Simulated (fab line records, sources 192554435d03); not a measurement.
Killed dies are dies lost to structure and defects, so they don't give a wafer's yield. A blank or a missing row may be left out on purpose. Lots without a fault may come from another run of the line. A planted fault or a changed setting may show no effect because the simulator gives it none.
Problem report in the 8D (eight disciplines) form, filled by code | flow n5_finfet | the parts of the form that need people (team, actions taken, sign-off) are left out

1. THE PROBLEM
raw_defect_count at N5_MOL_CONTACT_COAG_INSPECT_42 reads a mean of 1956 on 6 wafers of 2 lots; wafers without a fault read 212 with a standard deviation of 52. That is +34 standard deviations from the usual mean.
The step: inspects for defects (brightfield).
First seen on wafer L528.3, day 8 01:32, on defect_inspect-01. The record holds 27 wafers of 9 lots with a number at this step. Rule for "out", or "out of limits": more than 4 standard deviations from the usual mean. The other wafers with a number count as sound.

2. WHAT IT IS AND WHAT IT IS NOT
question                    | is                                   | is not
which readings at this step | raw_defect_count                     | -
which lots                  | L528, L529                           | L518, L524, L525, L536, L538, L539, L540
which wafers of those lots  | all that have a number               | -
read on which gauges        | defect_inspect-01, defect_inspect-02 | -
when                        | from day 8 01:32                     | up to then (9 sound wafers); but 12 sound wafers of L536, L538, L539, L540 came after

3. SUSPECTS, AND WHAT RULES EACH OUT
Counting: a tool at a process step up to the reading stays a suspect if it ran every lot that is out and no sound lot after the first of them.
- the gauge at N5_MOL_CONTACT_COAG_INSPECT_42: ruled out. The wafers that are out were read on 2 gauges (defect_inspect-01, defect_inspect-02).
- rie_diel-01 at N5_MOL_CONTACT_COAG_STRIP_98 (strips in N2/H2): kept. It ran every lot that is out, first L528 (day 7 14:50), and no sound lot after that; its last sound lot up to then is L518 (day 4 22:31).
- pvd_sputter-02 at N5_MOL_CONTACT_COAG_PRE_CLEAN_142 (time 60 s): ruled out as a lasting fault. Sound lots L538, L539 ran on it after its first lot that is out, L528 (day 7 19:58).
- pecvd-02 at N5_MOL_CONTACT_COAG_PECVD_31 (deposits SiO2 from TEOS/O2, target thk 46 nm, time 8.9 s): ruled out as a lasting fault. Sound lots L540 ran on it after its first lot that is out, L528 (day 7 23:26).
Left after counting: rie_diel-01 at N5_MOL_CONTACT_COAG_STRIP_98.

4. THE CAUSE (what the simulator had put in)
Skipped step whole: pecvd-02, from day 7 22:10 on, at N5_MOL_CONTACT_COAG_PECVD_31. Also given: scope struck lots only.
Counting ruled it out, wrongly: the rule takes a fault to strike every lot that its tool runs from its start on, and this one did not.

5. THE CHAIN OF EFFECTS, in route order
Each row: a reading whose mean over the struck wafers that have a number lies more than 3 standard deviations from the usual. Only readings for which the record gives a usual standard deviation are gone through. hours: the time from each lot's start at the first step in this table that gives one to its start at this step, as a median over the lots. sigmas: the change in usual standard deviations.
hours | step                           | reading              | usual  | on struck wafers | change | sigmas
0     | N5_MOL_CONTACT_COAG_INSPECT_42 | raw_defect_count     | 212    | 1956             | +1744  | +34
229   | N5_PASSIVATION_PROBE_49        | defect_limited_yield | 91.3 % | 0.0              | -91.3  | -65
229   | N5_PASSIVATION_PROBE_49        | killed_at_contacts   | 12     | 1163             | +1151  | +99 or more
229   | N5_PASSIVATION_PROBE_49        | killed_at_front_end  | 40     | 8                | -32    | -3.2
229   | N5_PASSIVATION_PROBE_49        | killed_dies          | 103    | 1180             | +1077  | +63
229   | N5_PASSIVATION_PROBE_49        | killed_on_rim        | 13     | 152              | +139   | +32
229   | N5_PASSIVATION_PROBE_49        | killed_open          | 68     | 14               | -54    | -4.1
229   | N5_PASSIVATION_PROBE_49        | killed_short         | 34     | 6                | -28    | -3.6
229   | N5_PASSIVATION_PROBE_49        | sort_bin_5_function  | 5.1 %  | 73.4             | +68.3  | +70
229   | N5_PASSIVATION_PROBE_49        | sort_n_pass          | 1077   | 0                | -1077  | -63
229   | N5_PASSIVATION_PROBE_49        | sort_yield_pct       | 91.2 % | 0.0              | -91.2  | -65
The process steps in it:
- N5_PASSIVATION_PROBE_49
Readings that are blank on the struck wafers while sound wafers have them: chamber_pressure_Torr at N5_MOL_CONTACT_COAG_PECVD_31; cd_nm at N5_MOL_CONTACT_COAG_CD_MEAS_137.

6. WHAT WOULD HAVE CAUGHT IT SOONER
In this record the first reading out of limits at a measuring or inspecting step was taken at day 8 01:32, 3 hours after the fault began at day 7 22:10.
Between N5_MOL_CONTACT_COAG_PECVD_31 and N5_MOL_CONTACT_COAG_INSPECT_42, N5_MOL_CONTACT_COAG_CD_MEAS_137 gave no cd_nm on the struck wafers, where sound wafers have one: a measuring or inspecting step that comes back empty is itself a sign.
At N5_MOL_CONTACT_COAG_PECVD_31 the tool's readings are blank on the struck wafers, where sound wafers have them: an empty tool record is the first sign, and it was there at once.
